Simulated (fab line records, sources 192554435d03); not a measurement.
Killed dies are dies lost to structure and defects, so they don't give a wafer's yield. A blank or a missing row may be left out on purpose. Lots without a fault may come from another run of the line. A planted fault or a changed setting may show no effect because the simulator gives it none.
Problem report in the 8D (eight disciplines) form, filled by code | flow n5_finfet | the parts of the form that need people (team, actions taken, sign-off) are left out

1. THE PROBLEM
killed_at_M4_up at N5_PASSIVATION_PROBE_49 reads a mean of 130 on 6 wafers of 2 lots; wafers without a fault read 14 with a standard deviation of 5.1. That is +23 standard deviations from the usual mean.
First seen on wafer L549.1, day 16 14:02, on prober-02. The record holds 9 wafers of 3 lots with a number at this step. Rule for "out", or "out of limits": more than 4 standard deviations from the usual mean. The other wafers with a number count as sound.

2. WHAT IT IS AND WHAT IT IS NOT
question                    | is                                                                                                   | is not
which readings at this step | killed_at_M4_up, defect_limited_yield, killed_dies, sort_bin_5_function, sort_n_pass, sort_yield_pct | killed_at_M0_to_M3, killed_at_contacts, killed_at_other, killed_open, killed_short, sort_bin_6_memory
which lots                  | L549, L554                                                                                           | L550
which wafers of those lots  | all that have a number                                                                               | -
read on which tools         | prober-01, prober-02                                                                                 | -
when                        | from day 16 14:02                                                                                    | up to then (0 sound wafers); but 3 sound wafers of L550 came after

3. SUSPECTS, AND WHAT RULES EACH OUT
Counting: a tool at a process step up to the reading stays a suspect if it ran every lot that is out and no sound lot after the first of them.
- rie_diel-02 at N5_BEOL_M11_STRIP_77 (strips in N2/H2, time 10 s): kept. It ran every lot that is out, first L549 (day 14 14:54), and no sound lot after that; its last sound lot up to then is L550 (day 14 13:16).
Left after counting: rie_diel-02 at N5_BEOL_M11_STRIP_77.

4. THE CAUSE (what the simulator had put in)
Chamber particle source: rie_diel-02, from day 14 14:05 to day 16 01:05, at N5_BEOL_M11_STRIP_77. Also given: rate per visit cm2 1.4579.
Counting left only this tool.

5. THE CHAIN OF EFFECTS, in route order
Each row: a reading whose mean over the struck wafers that have a number lies more than 3 standard deviations from the usual. Only readings for which the record gives a usual standard deviation are gone through. hours: the time from each lot's start at the first step in this table that gives one to its start at this step, as a median over the lots. sigmas: the change in usual standard deviations.
hours | step                    | reading              | usual  | on struck wafers | change | sigmas
0     | N5_PASSIVATION_PROBE_49 | defect_limited_yield | 91.3 % | 81.7             | -9.6   | -6.4
0     | N5_PASSIVATION_PROBE_49 | killed_at_M4_up      | 14     | 130              | +116   | +23
0     | N5_PASSIVATION_PROBE_49 | killed_dies          | 103    | 216              | +113   | +6.3
0     | N5_PASSIVATION_PROBE_49 | sort_bin_5_function  | 5.1 %  | 10.9             | +5.8   | +5.8
0     | N5_PASSIVATION_PROBE_49 | sort_n_pass          | 1077   | 964              | -113   | -6.3
0     | N5_PASSIVATION_PROBE_49 | sort_yield_pct       | 91.3 % | 81.7             | -9.6   | -6.4
The process steps in it:
- N5_PASSIVATION_PROBE_49

6. WHAT WOULD HAVE CAUGHT IT SOONER
In this record the first reading out of limits was taken at day 16 14:02, 48 hours after the fault began at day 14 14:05.
Of the tool readings at N5_BEOL_M11_STRIP_77 for which the record gives a usual standard deviation, none was out on any struck wafer, so an alarm limit of 4 standard deviations on them would not have fired.
All the lots that are out (2) had begun N5_BEOL_M11_STRIP_77 on rie_diel-02 by day 16 14:02. A hold on the tool at that time would have spared none of them.
